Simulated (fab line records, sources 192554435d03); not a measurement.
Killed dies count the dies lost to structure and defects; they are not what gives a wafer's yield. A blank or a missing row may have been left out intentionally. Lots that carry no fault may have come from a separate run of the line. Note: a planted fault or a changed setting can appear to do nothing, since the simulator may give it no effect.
Chamber matching :: flow n5_finfet :: pecvd-04 running N5_BEOL_M1_PECVD_72: 3 sister chambers
The step deposits SiO2 from TEOS/O2, target thk 16 nm, time 18 s. 6 wafers are shown with their chamber, then 10 later ones without.

## EACH WAFER AND ITS CHAMBER
wafer: L083.5
chamber: 2
throttle_valve_pct (%): 21.6
showerhead_plenum_p_Torr (Torr): 8.85

wafer: L086.1
chamber: 0
throttle_valve_pct (%): 23.3
showerhead_plenum_p_Torr (Torr): 8.88

wafer: L086.2
chamber: 1
throttle_valve_pct (%): 22.7
showerhead_plenum_p_Torr (Torr): 8.76

wafer: L086.4
chamber: 1
throttle_valve_pct (%): 23.0
showerhead_plenum_p_Torr (Torr): 8.75

wafer: L092.4
chamber: 2
throttle_valve_pct (%): 21.4
showerhead_plenum_p_Torr (Torr): 8.85

wafer: L092.5
chamber: 0
throttle_valve_pct (%): 23.1
showerhead_plenum_p_Torr (Torr): 8.89

## WAFERS WHOSE CHAMBER IS MISSING
wafer: L092.6
throttle_valve_pct (%): 23.0
showerhead_plenum_p_Torr (Torr): 8.78

wafer: L094.1
throttle_valve_pct (%): 21.7
showerhead_plenum_p_Torr (Torr): 8.84

wafer: L094.2
throttle_valve_pct (%): 22.9
showerhead_plenum_p_Torr (Torr): 8.75

wafer: L094.3
throttle_valve_pct (%): 23.3
showerhead_plenum_p_Torr (Torr): 8.90

wafer: L094.4
throttle_valve_pct (%): 23.5
showerhead_plenum_p_Torr (Torr): 8.90

wafer: L094.5
throttle_valve_pct (%): 23.0
showerhead_plenum_p_Torr (Torr): 8.78

wafer: L094.6
throttle_valve_pct (%): 21.5
showerhead_plenum_p_Torr (Torr): 8.85

wafer: L097.1
throttle_valve_pct (%): 23.6
showerhead_plenum_p_Torr (Torr): 8.90

wafer: L097.3
throttle_valve_pct (%): 21.8
showerhead_plenum_p_Torr (Torr): 8.87

wafer: L097.5
throttle_valve_pct (%): 21.7
showerhead_plenum_p_Torr (Torr): 8.86

## CHAMBER TAKEN BY EACH
wafer: L092.6
from the rows above: 1
in truth: 1

wafer: L094.1
from the rows above: 2
in truth: 2

wafer: L094.2
from the rows above: 1
in truth: 1

wafer: L094.3
from the rows above: 0
in truth: 0

wafer: L094.4
from the rows above: 0
in truth: 0

wafer: L094.5
from the rows above: 1
in truth: 1

wafer: L094.6
from the rows above: 2
in truth: 2

wafer: L097.1
from the rows above: 0
in truth: 0

wafer: L097.3
from the rows above: 2
in truth: 2

wafer: L097.5
from the rows above: 2
in truth: 2
Placed correctly: 10 of 10. From these rows, 0 cannot be placed. Number placed wrongly: 0.
How it was worked out, from the rows above alone: a wafer's distance from a chamber is the root of the sum, over the readings, of the square of ((its reading less the chamber's mean) divided by the reading's scatter). The wafer belongs to the nearest chamber; if the next one is less than 2 further off, it can't be placed. A chamber's mean is the mean of its shown wafers. The scatter: take each reading less its chamber's mean, square it, sum over the shown wafers, divide by the number of wafers less the number of chambers, and take the root.
